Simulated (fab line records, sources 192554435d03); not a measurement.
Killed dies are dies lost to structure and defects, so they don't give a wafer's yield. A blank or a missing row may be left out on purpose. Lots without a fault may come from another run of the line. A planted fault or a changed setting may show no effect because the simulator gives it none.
Split-lot experiment | flow n5_finfet | 7 lots, 21 wafers read, on a route of 1938 steps

THE SPLIT
At N5_PASSIVATION_AL_DEP_21 (deposits Al, target thk 2800 nm, time 170 s), the setting time_s was moved away from the recipe's 170 s on 9 of the 21 wafers read, by -14.4% to +10.2%. The other wafers ran this setting at the recipe's value.

The reading is taken at the split's own step.

THE READING
Al_of_PASSIVATION_AL_DEP_21.thk_nm (the simulator's own value, which no gauge read), in nm, at N5_PASSIVATION_AL_DEP_21 (deposits Al, target thk 2800 nm, time 170 s). The file gives no usual value for it. The 12 wafers here that ran the recipe average 2806 nm, standard deviation 17 nm.

wafer  | tool, chamber at the split | time_s as run, s | against the recipe | Al_of_PASSIVATION_AL_DEP_21.thk_nm, nm | against lot-mates on the recipe
L074.3 | pvd_sputter-03, -          | 185.7            | +9.2%              | 3023                                   | +238
L074.5 | pvd_sputter-03, -          | 170              | recipe             | 2783                                   | -
L074.6 | pvd_sputter-03, -          | 170              | recipe             | 2788                                   | -
L076.1 | pvd_sputter-01, -          | 180              | +5.9%              | 2985                                   | +143
L076.4 | pvd_sputter-01, -          | 180              | +5.9%              | 2991                                   | +149
L076.6 | pvd_sputter-01, -          | 170              | recipe             | 2842                                   | -
L079.1 | pvd_sputter-03, -          | 170              | recipe             | 2823                                   | -
L079.2 | pvd_sputter-03, -          | 170              | recipe             | 2817                                   | -
L079.6 | pvd_sputter-03, -          | 170              | recipe             | 2802                                   | -
L082.4 | pvd_sputter-03, -          | 162.6            | -4.4%              | 2656                                   | -143
L082.5 | pvd_sputter-03, -          | 170              | recipe             | 2811                                   | -
L082.6 | pvd_sputter-03, -          | 170              | recipe             | 2787                                   | -
L085.4 | pvd_sputter-03, -          | 170              | recipe             | 2803                                   | -
L085.5 | pvd_sputter-03, -          | 145.5            | -14.4%             | 2402                                   | -392
L085.6 | pvd_sputter-03, -          | 170              | recipe             | 2785                                   | -
L087.1 | pvd_sputter-01, -          | 162.4            | -4.5%              | 2671                                   | -133
L087.2 | pvd_sputter-01, -          | 162.4            | -4.5%              | 2690                                   | -114
L087.4 | pvd_sputter-01, -          | 170              | recipe             | 2804                                   | -
L090.2 | pvd_sputter-01, -          | 187.3            | +10.2%             | 3118                                   | +296
L090.5 | pvd_sputter-01, -          | 187.3            | +10.2%             | 3086                                   | +264
L090.6 | pvd_sputter-01, -          | 170              | recipe             | 2822                                   | -

THE FIT
A straight line over all 21 wafers: Al_of_PASSIVATION_AL_DEP_21.thk_nm changes by +28.3 nm for each +1% of time_s; r = +0.99; the points scatter about the line by 20 nm.
The same after taking each lot's own level away (the mean of its wafers on the recipe; 21 wafers): +27.1 nm for each +1%; r = +1.00; scatter 11 nm.
On that fit, the largest move of time_s shifts the reading by 3.9e+02 nm.
The lots' own levels span 2785.5 to 2842.0 nm, that is 3.2 times the standard deviation above.
So the lot-to-lot level changes the slope little: the two slopes agree.
Check: with one of the wafers moved furthest among these (-14.4%) left out of the fit, the line predicts -395 nm for it against its lot-mates. It came out at -392 nm against them.

OTHER SPLITS ON THESE WAFERS
These wafers also went through other splits before the reading. Each is held against what the fit with the lots' levels taken away leaves over:
other split on the same wafers         | wafers away from the commonest value | r with Al_of_PASSIVATION_AL_DEP_21.thk_nm (lot level and that fit taken away)
N5_BEOL_M14_TRENCH_ETCH_34 bias_w      | 7                                    | -0.07
N5_BEOL_M15_PEB_26 peb_time_s          | 8                                    | -0.20
N5_BEOL_M15_DEVELOP_27 develop_time_s  | 9                                    | -0.03
N5_MIM_BOT_LITHO_PEB_06 peb_time_s     | as run: not given for these wafers   | -
N5_MIM_BOT_ETCH_ETCH_04 time_s         | 5                                    | +0.16
N5_PASSIVATION_SPUTTER_20 target_thk_a | 3                                    | -0.41

THE FILE'S OWN FIT
Al_of_PASSIVATION_AL_DEP_21.thk_nm changes by +27.1 nm for each +1% of time_s, r = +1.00.
